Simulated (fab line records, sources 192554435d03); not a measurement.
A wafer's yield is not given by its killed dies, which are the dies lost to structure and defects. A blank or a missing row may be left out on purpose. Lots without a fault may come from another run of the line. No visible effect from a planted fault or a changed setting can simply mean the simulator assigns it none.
Comparing a struck lot with a sound one | flow n5 finfet | 15 out of 1938 route steps
Sound: the wafers L393.2, L393.4, L393.5. Struck: wafer L387.2 (left out: L387.1, L387.6 of the same lot, which were not struck); the cause appears at the end.
At each step with rows: each side's tool, then ch and its chambers, then its first start. Under that, the readings that differ: sound wafers | struck wafers | difference of the means | sigmas: that difference in standard deviations of wafers without a fault.
alike: a reading whose means differ by less than 2 such deviations, as well as words and numbers matching on both sides. not compared: withheld readings; readings where some wafer has no value; bounds like >300 that might hide an equal value; numbers whose values overlap and for which the record gives no deviation.
A row with sigmas, a row that says differs or no value, or rows on one side alone: a step with any of these is where the two part. Non-overlapping numbers with no deviation appear without sigmas and do not part them. A reading missing from all wafers of one side parts the sides only when that side holds two or more wafers.

N5_BEOL_M0_SPUTTER_116: material Cu, target thk 4 nm, time 7.37 s.
  sound on pvd sputter-03, day 9 17:49; struck on pvd sputter-01, day 8 07:41
  alike: throttle valve pct
N5_BEOL_M0_ANNEAL_117: time 60 s.
  sound on pvd sputter-03, day 9 17:53; struck on pvd sputter-01, day 8 07:46
  alike: heater power w, susceptor_temp_C_max
N5_BEOL_M0_SPUTTER_132: material Cu, target thk 4 nm, time 7.37 s.
  sound on pvd sputter-03, day 9 17:56; struck on pvd sputter-01, day 8 07:48
  alike: throttle valve pct
then, 2 steps without rows for these wafers: N5_BEOL_M0_ANNEAL_133 (time 60 s); N5_BEOL_M0_SPUTTER_134 (material Cu, target thk 4 nm, time 7.37 s).
N5_BEOL_M0_ANNEAL_135: time 60 s.
  sound on pvd sputter-03, day 9 18:08; struck on pvd sputter-01, day 8 08:00
  alike: heater power w, susceptor_temp_C_max
then, 2 steps without rows for these wafers: N5_BEOL_M0_SPUTTER_141 (material Cu, target thk 4 nm, time 7.37 s); N5_BEOL_M0_ECD_118 (material Cu, target thk 300 nm).
N5_BEOL_M0_ANNEAL_119: time 90 s.
  sound on rtp anneal-02 ch 0, day 9 18:25; struck on rtp anneal-01 ch 0, day 8 08:15
  alike: wafer_temp_C_max
then, 2 steps without rows for these wafers: N5_BEOL_M0_CMP_120 (polishes, stops on SiOC, t overpolish 6.9 s); N5_BEOL_M0_PRE_CLEAN_131 (time 15 s).
N5_BEOL_M0_CO_CAP_123: material Co, precursor CCTBA/H2, target thk 2 nm, time 102.1 s.
  sound on cvd co-01 ch 0,1,2, day 9 19:02; struck on cvd co-02 ch 2, day 8 08:55
  reading                                    | sound             | struck | difference | sigmas
  run length s (s)                           | 125.3 125.6 125.5 | 155.3  | +29.8      | +62
  model.Co_of_BEOL_M0_CO_CAP_123.thk nm (nm) | 1.8 2 1.8         | 2.8    | +0.9       |
  alike: heater power w
then, 1 step without rows for these wafers: N5_BEOL_M0_PRE_CLEAN_124 (time 15 s).
-- record jumps: 2 days separate the struck wafers' starts on either side; left off in module BEOL_M0, taken up again in module BEOL_M4, whose first shown step is the route's number 1111 --
N5_BEOL_M4_RC_MEAS_101:
  sound on prober-01 ch 0, day 11 18:17; struck on prober-01 ch 0, day 10 09:34
  alike: DIBL_N, DIBL_P, IOFF_N, IOFF_P, ION_N, ION_P, SS_N, SS_P, VT_N, VT_P
-- record jumps: 5 days separate the struck wafers' starts on either side; left off in module BEOL_M4, taken up again in module PASSIVATION, whose first shown step is the route's number 1936 --
N5_PASSIVATION_PROBE_49:
  sound on prober-02, day 15 22:04; struck on prober-01, day 14 22:49
  alike: defect limited yield, killed_at_M0_to_M3, killed_at_M4_up, killed at contacts, killed at front end, killed at other, killed dies, killed open, killed short, sort_bin_5_function, sort_bin_6_memory, sort n pass, sort yield pct

== WHERE THEY PART ==
At N5_BEOL_M0_CO_CAP_123 and nowhere else, as far as this record goes. Later steps at which nothing parts them and some readings are alike: N5_BEOL_M4_RC_MEAS_101, N5_PASSIVATION_PROBE_49.

WHY: the cause the simulator had injected
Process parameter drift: cvd co-02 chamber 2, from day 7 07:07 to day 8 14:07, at N5_BEOL_M0_CO_CAP_123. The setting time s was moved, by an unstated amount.
